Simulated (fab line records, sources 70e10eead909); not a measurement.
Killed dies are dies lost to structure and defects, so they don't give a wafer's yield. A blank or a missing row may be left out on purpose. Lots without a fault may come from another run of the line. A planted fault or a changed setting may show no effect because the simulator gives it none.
fab line records | flow nand_harc
record lots=5 wafers=15 last_day=33
route steps=1302 shown A_CONTACT@990 END@1302
lots that met no fault: from a run of the same line without faults
start_h: hours from the record's first day to the start of the lot's first wafer shown | wait_h: hours since the lot's step before | " the same as in the row above | L1.1+2: a row that stands for several wafers | - no value, or no start given | * or withheld: withheld | < > ~ a bound
route shown NAME@n: a module of which the file shows steps, and the number in the route of the first | usual: mean/standard deviation of fault-free wafers | same: alike in all rows | chamber/n: place in a boat | sites: the reading at each site | _std_site: their standard deviation | _edge_site: outer sites' mean less inner sites' | radius_mm: how far each site lies from the wafer's centre | mask NAME#n: copy n | behind: the tool/chamber that last shaped the wafer | hold: why the lot was held/for how many hours/how that ended | device: the transistor (n, p or np) that didn't switch | end of line: the same wafers' tests at the end of the route | a step without rows: its recipe alone | killed: dies lost to structure and defects at the first sort, not the wafer's yield | map: a wafer's dies, x killed, . not, _ none there
set.NAME: the setting as run; set.NAME@STEP: as run at that earlier step | model.NAME: the simulator's own value behind a step, which no gauge read
lots at some steps of the route; a table a step, a row a wafer
services: from which hour (start_h, from the record's first day; less than 0 if before it) a tool's chamber was out of use, for how many hours, and why
## steps
# step NHARC_A_CONTACT_COAT_35
# recipe temp_c=225 time_s=65
# step NHARC_A_CONTACT_COAT_36
# recipe spin_rpm=1500 resist_thk_nm=90
# step NHARC_A_CONTACT_SOFTBAKE_37
# recipe temp_c=105 time_s=55
# step NHARC_A_CONTACT_EBR_38
# step NHARC_A_CONTACT_EXPOSE_39
# recipe na=1.35 sigma_outer=0.8 dose_mj=58.79 mask_id=A_CC_3
# step NHARC_A_CONTACT_PEB_40
# recipe peb_temp_c=100 peb_time_s=65
# step NHARC_A_CONTACT_DEVELOP_41
# recipe develop_time_s=35 dev_temp_c=23
# step NHARC_A_CONTACT_CD_MEAS_42
# recipe target_cd_nm=300 landing_energy_ev=500
# usual cd_nm=299.7/0.42
# columns lot.wafer tool chamber start_h wait_h cd_nm
L341.2 cd_sem-03 0 533.42 - 300.0
L341.3 " 0 " " 299.6
L341.6 " 0 " " 300.1
L343.2 cd_sem-01 0 571.63 - 299.7
L343.3 " 0 " " 299.1
L343.5 " 0 " " 299.6
L352.1 cd_sem-03 0 647.53 - 299.2
L352.4 " 0 " " 299.4
L352.6 " 0 " " 299.5
L355.2 cd_sem-03 0 682.17 - 299.4
L355.5 " 0 " " 300.0
L355.6 " 0 " " 299.6
L358.3 cd_sem-02 0 715.09 - 299.8
L358.4 " 0 " " 299.5
L358.6 " 0 " " 299.6
# step NHARC_A_CONTACT_OVL_MEAS_43
# usual overlay_x_nm=0.1/0.7 overlay_y_nm=0.0/0.83
# columns lot.wafer tool chamber start_h wait_h overlay_x_nm overlay_y_nm
L341.2 overlay-01 - 533.51 - -0.2 2.2
L341.3 " - " " -0.2 1.8
L341.6 " - " " -0.2 1.2
L343.2 overlay-01 - 571.72 - 0.8 0.4
L343.3 " - " " 0.6 0.3
L343.5 " - " " 0.4 0.5
L352.1 overlay-02 - 647.62 - -1.3 -1.4
L352.4 " - " " -1.6 -1.2
L352.6 " - " " -1.2 -1.5
L355.2 overlay-02 - 682.26 - 0.4 -1.2
L355.5 " - " " -0.3 -0.6
L355.6 " - " " 0.2 -0.7
L358.3 overlay-01 - 715.17 - -0.2 -0.4
L358.4 " - " " 0.2 -0.5
L358.6 " - " " -0.4 -0.3
# step NHARC_A_CONTACT_INSPECT_44
# usual raw_defect_count=91/38
# columns lot.wafer tool chamber start_h wait_h raw_defect_count
L341.2 defect_inspect-01 - 533.54 0.0 62
L341.3 " - " " 57
L341.6 " - " " 64
L343.2 defect_inspect-02 - 571.76 0.0 104
L343.3 " - " " 127
L343.5 " - " " 128
L352.1 defect_inspect-02 - 647.66 0.0 112
L352.4 " - " " 120
L352.6 " - " " 117
L355.2 defect_inspect-01 - 682.30 0.0 124
L355.5 " - " " 116
L355.6 " - " " 120
L358.3 defect_inspect-02 - 715.21 0.0 61
L358.4 " - " " 73
L358.6 " - " " 87
# step NHARC_A_CONTACT_DESCUM_47
# recipe time_s=3 o2_flow_sccm=200 ar_flow_sccm=0 bias_power_w=0 chemistry=O2
# step NHARC_A_CONTACT_ETCH_48
# recipe target_depth_a=390 over_etch_frac=0.3 time_s=65 ion_energy_ev=80 cf4_flow_sccm=150 ar_flow_sccm=0 rf_w=300 bias_w=100 chemistry=CF4
# step NHARC_A_CONTACT_ETCH_49
# recipe target_depth_a=2600 over_etch_frac=0.3 time_s=475.3 ion_energy_ev=200 n2_flow_sccm=150 h2_flow_sccm=150 ar_flow_sccm=0 rf_w=400 bias_w=150 chemistry=N2/H2
# usual drypump_motor_current_A=5.6/0.47 n2_flow_sccm=150.0/0.44 oes_product_au=0.999/0.0078 rf_vpp_V=430.8/2.6 showerhead_plenum_p_Torr=2.05/0.092 throttle_valve_pct=14.170/0.0089
# columns lot.wafer tool chamber start_h wait_h drypump_motor_current_A n2_flow_sccm oes_product_au rf_hours_counter_h rf_vpp_V showerhead_plenum_p_Torr throttle_valve_pct
L341.3 rie_diel-08 0 533.78 - 5.3 149.6 1.005 49 433.7 2.16 14.176
L341.2 " 3 " " 5.7 149.5 1.001 51 429.3 1.98 14.161
L341.6 " 1 " " 6.0 149.8 0.993 - 434.2 2.20 14.170
L343.2 rie_diel-09 3 571.99 - 5.5 149.9 0.999 9 432.4 2.11 14.178
L343.3 " 2 " " 5.1 149.6 0.987 9 427.9 2.00 14.174
L343.5 " 0 " " 6.3 149.6 0.989 - 432.8 2.11 14.168
L352.4 rie_diel-09 2 647.89 - 5.1 150.5 0.987 24 429.5 1.99 14.160
L352.1 " 0 " " 6.4 150.0 0.987 20 432.5 2.11 14.167
L352.6 " 2 " " 5.1 149.9 0.985 - 427.4 1.99 14.186
L355.2 rie_diel-08 3 682.68 - 5.7 149.6 1.007 40 427.9 1.96 14.176
L355.6 " 1 " " 6.0 150.4 0.999 - 435.7 2.18 14.171
L355.5 " 2 " " 5.4 149.8 1.005 - 427.0 1.92 14.176
L358.3 rie_diel-09 3 715.45 - 5.5 149.5 1.004 7 431.8 2.10 14.191
L358.4 " 2 " " 5.1 149.6 1.001 6 428.4 1.99 14.173
L358.6 " 3 " " 5.5 149.9 0.997 - 432.8 2.10 14.181
# step NHARC_A_CONTACT_ETCH_50
# recipe target_depth_a=1210 time_s=60.5 cf4_flow_sccm=100 chf3_flow_sccm=30 ar_flow_sccm=0 rf_w=500 bias_w=200 chemistry=CF4/CHF3
# step NHARC_A_CONTACT_ETCH_51
# recipe target_depth_a=70000 over_etch_frac=0.3 time_s=1820 ion_energy_ev=150 o2_flow_sccm=400 cos_flow_sccm=20 ar_flow_sccm=0 rf_w=500 bias_w=300 chemistry=O2/COS
# usual drypump_motor_current_A=5.6/0.48 o2_flow_sccm=399.9/1.2 oes_product_au=1.000/0.0067 rf_vpp_V=314.3/2 showerhead_plenum_p_Torr=3.14/0.13 throttle_valve_pct=28.330/0.0095
# columns lot.wafer tool chamber start_h wait_h drypump_motor_current_A o2_flow_sccm oes_product_au rf_hours_counter_h rf_vpp_V showerhead_plenum_p_Torr throttle_valve_pct
L341.3 rie_diel-08 1 - - 6.0 399.0 0.994 48 316.6 3.35 28.333
L341.2 " 3 " " 5.7 398.8 0.991 52 313.6 3.03 28.334
L341.6 " 1 " " 6.0 399.9 0.990 - 315.8 3.35 28.328
L343.3 rie_diel-09 2 - - 5.1 399.8 0.987 10 312.7 3.06 28.335
L343.2 " 3 " " 5.5 401.4 0.998 10 314.1 3.22 28.341
L343.5 " 2 " " 5.1 398.3 0.995 - 312.7 3.06 28.340
L352.1 rie_diel-09 1 - - 6.6 399.4 0.999 21 311.5 3.04 28.343
L352.4 " 2 " " 5.1 399.0 0.997 24 312.7 3.06 28.317
L352.6 " 1 " " 6.6 401.6 0.997 - 313.0 3.04 28.338
L355.2 rie_diel-08 2 - - 5.4 401.1 1.009 40 312.2 2.95 28.329
L355.6 " 3 " " 5.7 400.1 1.009 - 312.5 3.01 28.326
L355.5 " 0 " " 5.3 399.8 1.000 - 315.3 3.26 28.340
L358.4 rie_diel-09 0 - - 6.4 400.2 0.992 7 314.6 3.21 28.330
L358.3 " 2 " " 5.1 398.6 0.998 6 313.1 3.05 28.319
L358.6 " 0 " " 6.3 402.2 0.992 - 314.3 3.21 28.328
# step NHARC_A_CONTACT_ETCH_111
# recipe source_w=withheld pressure_mtorr=20 bias_v=withheld time_s=140 target_depth_a=7000 ar_flow_sccm=withheld c4f8_flow_sccm=withheld o2_flow_sccm=withheld chemistry=C4F8/O2/Ar
# step NHARC_A_CONTACT_ETCH_112
# recipe source_w=withheld pressure_mtorr=20 bias_v=3000 time_s=190 target_depth_a=18500 ar_flow_sccm=withheld c4f8_flow_sccm=withheld o2_flow_sccm=withheld chemistry=C4F8/O2/Ar
# columns lot.wafer tool chamber start_h wait_h rf_hours_counter_h
L341.2 har_cap_etch-01 1 535.63 0.2 3
L341.3 " 1 " " -
L341.6 " 0 " " -
L343.2 har_cap_etch-01 0 573.87 0.2 9
L343.3 " 0 " " -
L343.5 " 1 " " -
L352.1 har_cap_etch-01 0 649.76 0.2 24
L352.4 " 1 " " -
L352.6 " 1 " " -
L355.2 har_cap_etch-02 1 684.76 0.2 118
L355.5 " 1 " " -
L355.6 " 0 " " -
L358.4 har_cap_etch-02 1 717.36 0.2 -
L358.3 " 0 " " -
L358.6 " 0 " " -
# step NHARC_A_CONTACT_ETCH_113
# recipe source_w=withheld pressure_mtorr=20 bias_v=3000 time_s=190 target_depth_a=18500 ar_flow_sccm=withheld c4f8_flow_sccm=withheld o2_flow_sccm=withheld chemistry=C4F8/O2/Ar
# step NHARC_A_CONTACT_ETCH_114
# recipe source_w=withheld pressure_mtorr=20 bias_v=3000 time_s=190 target_depth_a=18500 ar_flow_sccm=withheld c4f8_flow_sccm=withheld o2_flow_sccm=withheld chemistry=C4F8/O2/Ar
# columns lot.wafer tool chamber start_h wait_h rf_hours_counter_h
L341.2 har_cap_etch-01 1 535.97 0.1 4
L341.3 " 1 " " -
L341.6 " 0 " " -
L343.2 har_cap_etch-01 0 574.21 0.1 9
L343.3 " 0 " " -
L343.5 " 1 " " -
L352.1 har_cap_etch-01 0 650.10 0.1 24
L352.4 " 1 " " -
L352.6 " 1 " " -
L355.2 har_cap_etch-02 1 685.10 0.1 118
L355.5 " 1 " " -
L355.6 " 0 " " -
L358.4 har_cap_etch-02 1 717.71 0.1 -
L358.3 " 0 " " -
L358.6 " 0 " " -
# step NHARC_A_CONTACT_ETCH_115
# recipe source_w=withheld pressure_mtorr=20 bias_v=3000 time_s=190 target_depth_a=18500 ar_flow_sccm=withheld c4f8_flow_sccm=withheld o2_flow_sccm=withheld chemistry=C4F8/O2/Ar
# step NHARC_A_CONTACT_ETCH_116
# recipe source_w=withheld pressure_mtorr=20 bias_v=3000 time_s=190 target_depth_a=18500 ar_flow_sccm=withheld c4f8_flow_sccm=withheld o2_flow_sccm=withheld chemistry=C4F8/O2/Ar
# columns lot.wafer tool chamber start_h wait_h rf_hours_counter_h
L341.2 har_cap_etch-01 1 536.31 0.1 4
L341.3 " 1 " " -
L341.6 " 0 " " -
L343.2 har_cap_etch-01 0 574.55 0.1 9
L343.3 " 0 " " -
L343.5 " 1 " " -
L352.1 har_cap_etch-01 0 650.45 0.1 24
L352.4 " 1 " " -
L352.6 " 1 " " -
L355.2 har_cap_etch-02 1 685.44 0.1 118
L355.5 " 1 " " -
L355.6 " 0 " " -
L358.4 har_cap_etch-02 1 718.05 0.1 -
L358.3 " 0 " " -
L358.6 " 0 " " -
# step NHARC_A_CONTACT_ETCH_117
# recipe source_w=withheld pressure_mtorr=20 bias_v=3000 time_s=190 target_depth_a=18500 ar_flow_sccm=withheld c4f8_flow_sccm=withheld o2_flow_sccm=withheld chemistry=C4F8/O2/Ar
# step NHARC_A_CONTACT_ETCH_118
# recipe source_w=withheld pressure_mtorr=20 bias_v=3000 time_s=190 target_depth_a=18500 ar_flow_sccm=withheld c4f8_flow_sccm=withheld o2_flow_sccm=withheld chemistry=C4F8/O2/Ar
# step NHARC_A_CONTACT_ETCH_119
# recipe source_w=withheld pressure_mtorr=20 bias_v=3000 time_s=190 target_depth_a=18500 ar_flow_sccm=withheld c4f8_flow_sccm=withheld o2_flow_sccm=withheld chemistry=C4F8/O2/Ar
# step NHARC_A_CONTACT_ETCH_120
# recipe source_w=withheld pressure_mtorr=20 bias_v=3000 time_s=190 target_depth_a=18500 ar_flow_sccm=withheld c4f8_flow_sccm=withheld o2_flow_sccm=withheld chemistry=C4F8/O2/Ar
# step NHARC_A_CONTACT_ETCH_121
# recipe source_w=withheld pressure_mtorr=20 bias_v=3000 time_s=190 target_depth_a=18500 ar_flow_sccm=withheld c4f8_flow_sccm=withheld o2_flow_sccm=withheld chemistry=C4F8/O2/Ar
# step NHARC_A_CONTACT_ETCH_122
# recipe source_w=withheld pressure_mtorr=20 bias_v=3000 time_s=190 target_depth_a=18500 ar_flow_sccm=withheld c4f8_flow_sccm=withheld o2_flow_sccm=withheld chemistry=C4F8/O2/Ar
# columns lot.wafer tool chamber start_h wait_h rf_hours_counter_h
L341.2 har_cap_etch-01 1 537.33 0.1 5
L341.3 " 1 " " -
L341.6 " 0 " " -
L343.2 har_cap_etch-01 0 575.58 0.1 10
L343.3 " 0 " " -
L343.5 " 1 " " -
L352.1 har_cap_etch-01 0 651.47 0.1 25
L352.4 " 1 " " -
L352.6 " 1 " " -
L355.2 har_cap_etch-02 1 686.47 0.1 119
L355.5 " 1 " " -
L355.6 " 0 " " -
L358.4 har_cap_etch-02 1 719.08 0.1 -
L358.3 " 0 " " -
L358.6 " 0 " " -
# step NHARC_A_CONTACT_ETCH_123
# recipe source_w=withheld pressure_mtorr=20 bias_v=400 time_s=490 target_depth_a=21100 ar_flow_sccm=withheld c4f8_flow_sccm=11.5 o2_flow_sccm=7.2 chemistry=C4F8/O2/Ar
# step NHARC_A_CONTACT_ETCH_90
# recipe target_depth_a=400 over_etch_frac=0.5 time_s=85.7 ion_energy_ev=120 ch3f_flow_sccm=50 o2_flow_sccm=30 ar_flow_sccm=200 rf_w=500 bias_w=100 chemistry=CH3F/O2
# step NHARC_A_CONTACT_ETCH_96
# recipe target_depth_a=200 over_etch_frac=0.5 time_s=10 ion_energy_ev=250 c4f6_flow_sccm=25 o2_flow_sccm=20 ar_flow_sccm=500 rf_w=600 bias_w=500 chemistry=C4F6/O2
# step NHARC_A_CONTACT_CD_MEAS_53
# usual cd_nm=289.8/0.68
# columns lot.wafer tool chamber start_h wait_h cd_nm
L341.2 cd_sem-01 - 538.73 - 290.0
L341.3 " - " " 290.6
L341.6 " - " " 289.7
L343.2 cd_sem-02 - 576.93 - 290.2
L343.3 " - " " 289.6
L343.5 " - " " 290.0
L352.1 cd_sem-03 - 652.81 - 289.8
L352.4 " - " " 289.7
L352.6 " - " " 289.4
L355.2 cd_sem-03 - 687.87 - 290.7
L355.5 " - " " 290.8
L355.6 " - " " 290.5
L358.3 cd_sem-01 - 720.39 - 290.7
L358.4 " - " " 290.8
L358.6 " - " " 291.3
# step NHARC_A_CONTACT_STRIP_99
# recipe n2_flow_sccm=150 h2_flow_sccm=150 ar_flow_sccm=0 bias_w=0 chemistry=N2/H2
# step NHARC_A_CONTACT_STRIP_100
# recipe cf4_flow_sccm=100 chf3_flow_sccm=30 ar_flow_sccm=0 bias_w=0 chemistry=CF4/CHF3
# step NHARC_A_CONTACT_STRIP_101
# recipe o2_flow_sccm=400 cos_flow_sccm=20 ar_flow_sccm=0 bias_w=0 chemistry=O2/COS
# step NHARC_A_CONTACT_ETCH_102
# recipe target_depth_a=1000 overetch_a=100 time_s=55 ion_energy_ev=100 cf4_flow_sccm=80 o2_flow_sccm=20 ar_flow_sccm=0 rf_w=300 bias_w=100 chemistry=CF4/O2
# step NHARC_A_CONTACT_STRIP_55
# recipe o2_flow_sccm=500 ar_flow_sccm=0 bias_w=0 chemistry=O2
# step NHARC_A_CONTACT_STRIP_56
# recipe time_s=600 temp_c=30 chemistry=post_etch_residue_remover
# step NHARC_A_CONTACT_DEP_57
# recipe target_thk_a=53000 temp_c=400 material=aC
# step NHARC_A_CONTACT_DEP_58
# recipe target_thk_a=900 target_thk_nm=90 temp_c=400 pressure_torr=3.5 flow_sccm=200 rf_w=350 material=SiON
# step NHARC_A_CONTACT_DEHYDRATE_59
# recipe temp_c=150 time_s=120
# step NHARC_A_CONTACT_HMDS_60
# recipe time_s=30
# step NHARC_A_CONTACT_COAT_61
# recipe temp_c=260 time_s=75
# step NHARC_END_SORT_01
# recipe temp_c=25
# usual killed_at_array=60/21 killed_at_other=1.0/1.2 killed_at_periphery=4.2/2.8 killed_dies=65/20 killed_open=3.1/1.8 killed_short=2.6/1.6
# same gross_dies=677
# columns lot.wafer tool chamber start_h wait_h killed_at_array killed_at_other killed_at_periphery killed_dies killed_open killed_short
L341.6 prober-01 0 614.01 4.0 45 1 1 47 8 3
L355.5 prober-01 0 766.43 3.7 161 0 7 168 4 2
# killed by level:class
L341.6 A_SLIT:chamber_film_flake=17 A_STAIRCASE:chamber_film_flake=5 A_CHANNEL_FILL_D1:chamber_film_flake=4 A_CHANNEL_HOLE_D2:chamber_film_flake=4 A_CONTACT:chamber_film_flake=4 A_CONTACT:geometric_particle:open=2 A_ONON_D1:geometric_particle:open=1 A_CHANNEL_HOLE_D1:geometric_particle:short=1
L355.5 A_CONTACT:unspecified=101 A_CHANNEL_HOLE_D1:chamber_film_flake=31 A_SLIT:chamber_film_flake=11 A_CONTACT:chamber_film_flake=6 P_GATE:chamber_film_flake=4 A_CHANNEL_FILL_D1:chamber_film_flake=3 A_STAIRCASE:chamber_film_flake=3 A_CHANNEL_FILL_D1:geometric_particle:open=2
# map L355.5 (x killed, . not)
____________x____________
_________.x.xxxx_________
_______...x.xxxxxx_______
______......xxxxxx.______
_____.......xxxxxxxx_____
____....x..xxxxxxxxx.____
____..x.xxxxxxxxxxxx.____
___...xx.xxxxxxxxxxxx.___
___x.xxxx...xxxxxxxxx.___
__..xxx.xxx.xxxxxxxx...__
__...xxxxx.xxxxxxxxx...__
_..x.xxx.x..xxxxxxxx...._
_....xx....xxxxxxxx.x..._
_......xxx..xxxxxxx....._
_..........x.xxxx.x....._
_........x..x.x.x......._
...................xx.x..
......................x..
.........................
...........x.x...........
........................x
_..................x...._
_x...........x.........._
_......................._
_..x.....x.............._
_..............x........_
__...............x..x..__
__.....................__
___...................___
___...................___
____............x.xx.____
____.................____
_____..............._____
______.............______
_______..........._______
_________......._________
____________.____________
# map L341.2 (x killed, . not)
____________.____________
_________......._________
_______.....xx.x.._______
______...x.........______
_____.....x........._____
____........xxx......____
____......xxxxx......____
___.......x.xxx.......___
___........xxxx.......___
__.........xxxx........__
__.......xxx..xxx......__
_..........xxxxx........_
_......................._
_........x.............._
_..............x........_
_.........x............._
.......................x.
.........................
.........................
.....x...................
.........................
_.xx.................x.._
_......................._
_.......x..............._
_......................._
_..x..x................._
__.......x.x...........__
__.....................__
___..x................___
___...................___
____.................____
____....x............____
_____..............._____
______.............______
_______..........._______
_________......._________
____________.____________
## services
# columns tool chamber start_h hours kind
har_cap_etch-01 0 514.00 - clean
har_cap_etch-01 1 514.00 - clean
rie_diel-09 0 530.84 - clean
rie_diel-09 1 530.84 - clean
rie_diel-09 2 530.84 - clean
rie_diel-09 3 530.84 - clean
rie_diel-08 - 544.93 9.0 pm
rie_diel-09 0 555.34 - clean
rie_diel-09 1 555.34 - clean
rie_diel-09 2 555.34 - clean
rie_diel-09 3 555.34 - clean
rie_diel-09 0 580.48 - clean
rie_diel-09 1 580.48 - clean
rie_diel-09 2 580.48 - clean
rie_diel-09 3 580.48 - clean
rie_diel-09 0 581.81 9.6 repair
rie_diel-09 1 587.72 7.1 repair
rie_diel-08 0 589.91 4.2 repair
rie_diel-09 0 604.98 - clean
rie_diel-09 1 604.98 - clean
rie_diel-08 0 648.43 6.6 repair
har_cap_etch-02 - 672.76 0.7 repair
rie_diel-09 - 674.34 9.0 pm
har_cap_etch-01 - 698.50 0.9 repair
## key
first_sign step=NHARC_END_SORT_01 reading=killed_dies direction=up sigmas=5.1 usual=65 struck=168
effect step=NHARC_END_SORT_01 reading=killed_at_array direction=up sigmas=4.9 usual=60 struck=161
more_kills_born_at NHARC_A_CONTACT_ETCH_49@rie_diel-08=98
met_at NHARC_A_CONTACT_ETCH_49
struck_wafers L355.5
tester_left_out L355
fault kind=chamber_particle_source tool=rie_diel-08 chamber=2 onset_h=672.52 steps=NHARC_A_CONTACT_ETCH_49 rate_per_visit_cm2=1.7437 end_h=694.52
# tester_left_out: of these lots the tester's yield and bins aren't shown, on N5 and GAA mostly nor the transistor test; their killed dies are dies lost to structure and defects alone, not to doping, threshold or leakage, so they don't give the yield
